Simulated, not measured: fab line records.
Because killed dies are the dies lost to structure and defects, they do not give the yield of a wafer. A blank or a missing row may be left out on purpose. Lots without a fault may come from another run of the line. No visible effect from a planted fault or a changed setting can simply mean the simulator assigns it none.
A struck lot beside a sound one + flow n5-finfet + 16 steps out of a route of 1938
Sound: these wafers, L180.1, L180.3, L180.5. The struck wafers were L185.1, L185.2, L185.4. The cause is given at the end.
Order at every step that has rows: each side's tool, ch and its chambers, its first start. Under that, the readings that differ: sound wafers + struck wafers + difference of the means + sigmas: that difference in standard deviations of wafers without a fault.
alike: readings whose means differ by less than 2 such deviations, and words and numbers that are the same on both sides. not compared: withheld readings, readings that some wafer has no value for, bounds like >300 that may hide the same value, and numbers for which the record gives no deviation and whose values overlap.
A row with sigmas, a row that says differs or no value, or rows on one side alone: a step with any of these is where the two part. Numbers that have no deviation but don't overlap get no sigmas and don't part them. Lack of a reading on every wafer of one side parts them only where that side has two or more wafers.

first, 8 steps without rows for these wafers: N5_MOL_CONTACT_COAG_COAT_76 (time 60 s, resist thk 10 nm); N5_MOL_CONTACT_COAG_COAT_77 (time 60 s, resist thk 10 nm); N5_MOL_CONTACT_COAG_COAT_78 (resist thk 40 nm); N5_MOL_CONTACT_COAG_EBR_80; N5_MOL_CONTACT_COAG_SOFTBAKE_79 (time 60 s); N5_MOL_CONTACT_COAG_EXPOSE_81 (exposes mask VG, defocus 0 nm); N5_MOL_CONTACT_COAG_PEB_82 (peb time 60 s); N5_MOL_CONTACT_COAG_DEVELOP_83 (develop time 30 s).
N5_MOL_CONTACT_COAG_CD_MEAS_84: the cd target is 25.1 nm.
  sound on cd-sem-01 ch 0, day 5 05:25; struck on cd-sem-03 ch 0, day 6 17:16
  alike: cd-nm
N5_MOL_CONTACT_COAG_OVL_MEAS_85:
  sound on overlay-02 ch 0, day 5 05:27; struck on overlay-02 ch 0, day 6 17:17
  alike: VG_OVL
N5_MOL_CONTACT_COAG_INSPECT_57: inspects for defects (brightfield).
  struck on defect-inspect-02, day 6 17:21; sound on defect-inspect-02, day 5 05:31
  alike: raw-defect-count
N5_MOL_CONTACT_COAG_DESCUM_88: chemistry O2, time 7 s.
  sound on rie-diel-01 ch 0,1,3, day 5 05:33; struck on rie-diel-05 ch 1,2,3, day 6 17:23
  alike: drypump-motor-current-A, oes-product-au, rf-vpp-V, showerhead-plenum-p-Torr, throttle-valve-pct
  not compared: rf-hours-counter-h
N5_MOL_CONTACT_COAG_ETCH_89: etches underlayer in N2/H2, target depth 13 nm, time 10.4 s.
  sound on rie-diel-01 ch 0,1,3, day 5 05:35; struck on rie-diel-05 ch 1,2,3, day 6 17:25
| reading               | sound             | struck         | difference | sigmas |
|-----------------------|-------------------|----------------|------------|--------|
| etch-rf-on-time-s (s) | 10.50 10.61 10.52 | 6.81 6.66 6.63 | -3.84      | -23    |
| oes-product-au (a.u.) | 0.60 0.61 0.71    | 1.00 1.07 0.97 | +0.37      | +5     |
  alike: drypump-motor-current-A, rf-vpp-V, showerhead-plenum-p-Torr, throttle-valve-pct
  not compared: rf-hours-counter-h
N5_MOL_CONTACT_COAG_ETCH_90: etches SiARC in CF4, target depth 13 nm, time 21.7 s.
  sound on rie-diel-01 ch 0,1,3, day 5 05:36; struck on rie-diel-05 ch 1,2,3, day 6 17:26
| reading               | sound          | struck         | difference | sigmas |
|-----------------------|----------------|----------------|------------|--------|
| oes-product-au (a.u.) | 0.60 0.61 0.71 | 0.78 0.83 0.76 | +0.15      | +2     |
  alike: drypump-motor-current-A, etch-rf-on-time-s, rf-vpp-V, showerhead-plenum-p-Torr, throttle-valve-pct
  not compared: rf-hours-counter-h
-- record jumps: 3 days separate the struck wafers' starts on either side; left off in module MOL_CONTACT_COAG, taken up again in module BEOL_M4, whose first shown step is the route's number 1111 --
N5_BEOL_M4_RC_MEAS_101:
  sound on prober-01 ch 0, day 7 23:49; struck on prober-02 ch 0, day 9 08:16
  alike: DIBL_N, DIBL_P, IOFF_N, IOFF_P, ION_N, ION_P, SS_N, SS_P, VT_N, VT_P
-- the record jumps here: 4 days lie between the struck wafers' starts before and after (it left off in module BEOL_M4 and takes up again in module PASSIVATION, whose first step shown is number 1936 of the route) --
N5_PASSIVATION_PROBE_49:
  the record has rows for the struck wafers here (prober-02, day 13 16:47) and none for the sound ones

## WHERE THEY PART
Earliest at N5_MOL_CONTACT_COAG_ETCH_89; latest, in this record, at N5_PASSIVATION_PROBE_49.

WHY: what the simulator had put in
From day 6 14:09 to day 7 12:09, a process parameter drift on rie-diel-05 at N5_MOL_CONTACT_COAG_ETCH_89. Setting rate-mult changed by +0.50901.
